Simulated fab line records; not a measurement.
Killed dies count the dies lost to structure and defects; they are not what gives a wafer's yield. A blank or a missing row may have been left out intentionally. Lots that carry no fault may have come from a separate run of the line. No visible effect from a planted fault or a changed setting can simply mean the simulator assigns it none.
fab line records	flow nandHarc
[record] lots = 5	wafers = 15	lastDay = 33
route steps=1302 shown P_STI@107 P_GATE@110
lots that met no fault: taken from a fault-free run of the same line
startH: hours from the record's opening day to when the first of the lot's shown wafers began	waitH: hours since the lot's step before	" same as the row above	L1.1+2: several wafers, shown together as one row	- no value, or no start given	* or withheld: withheld	< > ~ a bound
route shown NAME@n: names a module that has steps shown in the file, with the first one's number in the route	usual: mean/standard deviation of fault-free wafers	same: alike in all rows	chamber/n: place in a boat	sites: each site's reading	_std_site: how widely they spread, as a standard deviation	_edge_site: outer sites' mean less inner sites'	radiusMm: how far each site lies from the wafer's centre	mask NAME#n: copy n	behind: the last tool/chamber to shape the wafer	hold: what put the lot on hold/how long, in hours/how the hold closed	device: names the non-switching transistor (n, p or np)	end of line: tests of these same wafers at the route's end	where a step has no rows: the recipe by itself	killed: not the wafer's yield, but the dies lost to structure and defects at the first sort	map: dies across one wafer; x = killed, . = not, _ = none there
set.NAME: the run value of the setting; set.NAME@STEP: its run value at that earlier step	model.NAME: the simulator's own value behind a step, which no gauge read
lots at selected steps of the route; one table per step, one row per wafer
services: a tool's chamber out of use, with start hour (startH, from the record's first day; less than 0 if before it), hours out, and reason
[[steps]]
[step NHARC_P_STI_SRD_39]
[step NHARC_P_STI_OXIDE_40]
[recipe] targetThkA = 100	tempC = 900	oxTimeS = 1362	material = SiO2
[step NHARC_P_STI_INSPECT_25]
[usual] rawDefectCount = 224/77
lot.wafer	tool	chamber	startH	waitH	rawDefectCount
L862.3	defectInspect-01	-	75.02	0.4	207
L862.4	"	-	"	"	145
L862.6	"	-	"	"	135
L866.3	defectInspect-02	-	111.46	0.4	139
L866.4	"	-	"	"	253
L866.5	"	-	"	"	299
L871.3	defectInspect-01	-	170.38	0.4	306
L871.5	"	-	"	"	150
L871.6	"	-	"	"	155
L883.1	defectInspect-02	-	279.27	0.4	211
L883.2	"	-	"	"	227
L883.6	"	-	"	"	200
L884.2	defectInspect-01	-	289.29	0.4	310
L884.3	"	-	"	"	266
L884.5	"	-	"	"	263
[step NHARC_P_GATE_ETCH_69]
[recipe] targetDepthA = 140	chemistry = dHF	material = SiO2
[step NHARC_P_GATE_PRECLEAN_70]
[recipe] timeS = *	tempC = 50	bathAgeMin = 0	chemistry = SC1
[step NHARC_P_GATE_SRD_01]
[step NHARC_P_GATE_OXIDE_02]
[recipe] targetThkA = 375	tempC = 950	pH2oTorr = 720	oxTimeS = 365	material = SiO2
[step NHARC_P_GATE_DEHYDRATE_03]
[recipe] tempC = 150	timeS = 120
[step NHARC_P_GATE_HMDS_04]
[recipe] timeS = 30
[step NHARC_P_GATE_COAT_05]
[recipe] spinRpm = 4690
[step NHARC_P_GATE_SOFTBAKE_06]
[recipe] tempC = 122	timeS = 95
[step NHARC_P_GATE_EBR_07]
[step NHARC_P_GATE_EXPOSE_08]
[recipe] na = 0.6	doseMj = 16.75	maskId = P_HV
lot.wafer	tool	chamber	startH	waitH	mask
L862.3+4+6	krfScanner-03	0	83.65	-	P_HV#0
L866.3+4+5	krfScanner-01	0	119.87	-	P_HV#0
L871.3+5+6	krfScanner-01	0	178.86	-	P_PSD#0
L883.1+2+6	krfScanner-03	0	287.39	-	P_HV#0
L884.2+3+5	krfScanner-04	0	297.65	-	P_HV#0
[step NHARC_P_GATE_PEB_09]
[recipe] pebTempC = 118	pebTimeS = 85
[step NHARC_P_GATE_DEVELOP_10]
[recipe] timeS = 70
[step NHARC_P_GATE_CD_MEAS_11]
[recipe] targetCdNm = 1640	landingEnergyEv = 500
[usual] cdNm = 1640.1/1.8
lot.wafer	tool	chamber	startH	waitH	cdNm
L862.3	cdSem-03	0	83.80	-	1638.4
L862.4	"	0	"	"	1638.8
L862.6	"	0	"	"	1638.5
L866.3	cdSem-03	0	120.02	-	1640.2
L866.4	"	0	"	"	1636.7
L866.5	"	0	"	"	1640.8
L871.3	cdSem-01	0	179.01	-	-
L871.5	"	0	"	"	-
L871.6	"	0	"	"	-
L883.1	cdSem-01	0	287.55	-	1637.5
L883.2	"	0	"	"	1638.2
L883.6	"	0	"	"	1639.2
L884.2	cdSem-03	0	297.81	-	1640.6
L884.3	"	0	"	"	1638.7
L884.5	"	0	"	"	1640.3
[step NHARC_P_GATE_HARDBAKE_12]
[recipe] tempC = 125	timeS = 80
[[services]]
tool	chamber	startH	hours	kind
krfScanner-04	-	78.97	0.2	repair
krfScanner-03	-	112.27	1.0	repair
krfScanner-01	-	140.21	4.0	pm
krfScanner-04	-	175.64	1.3	repair
krfScanner-04	-	182.00	4.0	pm
krfScanner-04	-	214.45	0.2	repair
krfScanner-03	-	224.00	4.0	pm
krfScanner-01	-	250.65	1.0	repair
[[key]]
[firstSign] step = NHARC_P_GATE_EXPOSE_08	reading = mask	direction = changed
[effect] step = NHARC_P_GATE_CD_MEAS_11	reading = cdNm	direction = missing
metAt NHARC_P_GATE_EXPOSE_08
struckWafers L871.3,L871.5,L871.6
laterRowsLeftOut L871.3,L871.5,L871.6
sortLeftOut L871.3,L871.5,L871.6
testerLeftOut L871
onsetBetween 119.87 178.86
[fault] kind = wrongMask	tool = any	chamber = -	onsetH = 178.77	steps = NHARC_P_GATE_EXPOSE_08	auxCopy = P_PSD#0	scope = struckLotsOnly
// testerLeftOut: of these lots the tester's yield and bins aren't shown, on N5 and GAA mostly nor the transistor test; their killed dies are dies lost to structure and defects alone, not to doping, threshold or leakage, so they don't give the yield
// sortLeftOut: the simulated sort isn't trusted on such a fault, so these wafers' sort isn't shown, and their yield isn't known
// laterRowsLeftOut: the simulator's readings of these wafers behind a module that went badly wrong aren't trusted and aren't shown, but for the sort
